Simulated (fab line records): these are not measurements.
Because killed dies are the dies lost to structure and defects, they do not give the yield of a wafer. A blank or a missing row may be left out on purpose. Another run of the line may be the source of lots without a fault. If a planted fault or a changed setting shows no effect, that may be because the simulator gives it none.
Struck lot and sound lot, side by side || flow nand_harc || 15 out of 1302 route steps
Sound: wafers L250.2, L250.3, L250.6. Wafers struck: L263.2, L263.3, L263.6. At the end, the cause is stated.
Order at every step that has rows: each side's tool, ch and its chambers, its first start. Under that, the readings that differ: sound wafers || struck wafers || difference of the means || sigmas: that difference in standard deviations of wafers without a fault.
alike: same words and numbers on both sides, and readings whose means sit less than 2 such deviations apart. not compared: any withheld reading, any reading some wafer has no value for, any bound like >300 that may hide the same value, and any number with overlapping values for which the record gives no deviation.
A row with sigmas, a row that says differs or no value, or rows on one side alone: a step with any of these is where the two part. Numbers that have no deviation but don't overlap get no sigmas and don't part them. Lack of a reading on every wafer of one side parts them only where that side has two or more wafers.

first, 2 steps without rows for these wafers: NHARC_A_CONTACT_ETCH_78 (etches the open film in O2/COS, target depth 5300 nm, time 1378 s); NHARC_A_CONTACT_ETCH_124 (etches the open film in C4F8/O2/Ar, time 140 s, target depth 700 nm).
NHARC_A_CONTACT_ETCH_125: etches the open film in C4F8/O2/Ar, time 197 s, target depth 1918 nm.
  sound on har_cap_etch-02 ch 0,1, day 22 17:35; struck on har_cap_etch-03 ch 0,1, day 27 22:37
  alike: chamber_pressure_mTorr, oes_air_line_au
  not compared: rf_hours_counter_h
then, 1 step without rows for these wafers: NHARC_A_CONTACT_ETCH_126 (etches the open film in C4F8/O2/Ar, time 197 s, target depth 1918 nm).
NHARC_A_CONTACT_ETCH_127: etches the open film in C4F8/O2/Ar, time 197 s, target depth 1918 nm.
  sound on har_cap_etch-02 ch 0,1, day 22 17:56; struck on har_cap_etch-03 ch 0,1, day 27 22:58
  alike: chamber_pressure_mTorr, oes_air_line_au
  not compared: rf_hours_counter_h
then, 2 steps without rows for these wafers: NHARC_A_CONTACT_ETCH_128 (etches the open film in C4F8/O2/Ar, time 197 s, target depth 1918 nm); NHARC_A_CONTACT_ETCH_129 (etches the open film in C4F8/O2/Ar, time 197 s, target depth 1918 nm).
NHARC_A_CONTACT_ETCH_130: etches the open film in C4F8/O2/Ar, time 197 s, target depth 1918 nm.
  sound on har_cap_etch-02 ch 0,1, day 22 18:28; struck on har_cap_etch-03 ch 0,1, day 27 23:30
  alike: chamber_pressure_mTorr, oes_air_line_au
  not compared: rf_hours_counter_h
NHARC_A_CONTACT_ETCH_131: etches the open film in C4F8/O2/Ar, time 197 s, target depth 1918 nm.
  sound on har_cap_etch-02 ch 0,1, day 22 18:38; struck on har_cap_etch-03 ch 0,1, day 27 23:41
  alike: chamber_pressure_mTorr, oes_air_line_au
  not compared: rf_hours_counter_h
NHARC_A_CONTACT_ETCH_132: etches the open film in C4F8/O2/Ar, time 197 s, target depth 1924 nm.
  sound on har_cap_etch-02 ch 0,1, day 22 18:49; struck on har_cap_etch-03 ch 0,1, day 27 23:51
  alike: chamber_pressure_mTorr, oes_air_line_au
  not compared: rf_hours_counter_h
then, 2 steps without rows for these wafers: NHARC_A_CONTACT_ETCH_133 (etches the open film in C4F8/O2/Ar, time 374 s, target depth 1610 nm); NHARC_A_CONTACT_ETCH_91 (etches the open film in CH3F/O2, target depth 40 nm, time 85.7 s).
NHARC_A_CONTACT_ETCH_97: etches the open film in C4F6/O2, target depth 20 nm, time 10 s.
  sound on rie_diel-04 ch 0,2,3, day 22 19:53; struck on rie_diel-01 ch 1,3, day 28 00:58
  no value came back on the struck wafers for any of 7 readings (bias_w (W), c4f6_flow_sccm (sccm) and others); on the sound wafers bias_w (W) reads 502.4 502.3 500.4
  not compared: rf_hours_counter_h
NHARC_A_CONTACT_CD_MEAS_80:
  sound on cd_sem-02, day 22 19:58; struck on cd_sem-01, day 28 01:02
  alike: cd_nm
-- record jumps: 2 days between struck wafers' starts before vs after; left off in module A_CONTACT, resumes in module END, first step shown is number 1302 of the route --
NHARC_END_SORT_01:
  here the record holds rows for the struck wafers (prober-02 ch 0, day 30 08:55) but none for the sound ones

## WHERE THEY PART
At NHARC_A_CONTACT_ETCH_97 first; at NHARC_END_SORT_01 last (within this record only).

WHY: whatever the simulator had introduced
Skipped step whole: rie_diel-01, from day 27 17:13 on, at NHARC_A_CONTACT_ETCH_97. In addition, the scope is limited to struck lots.
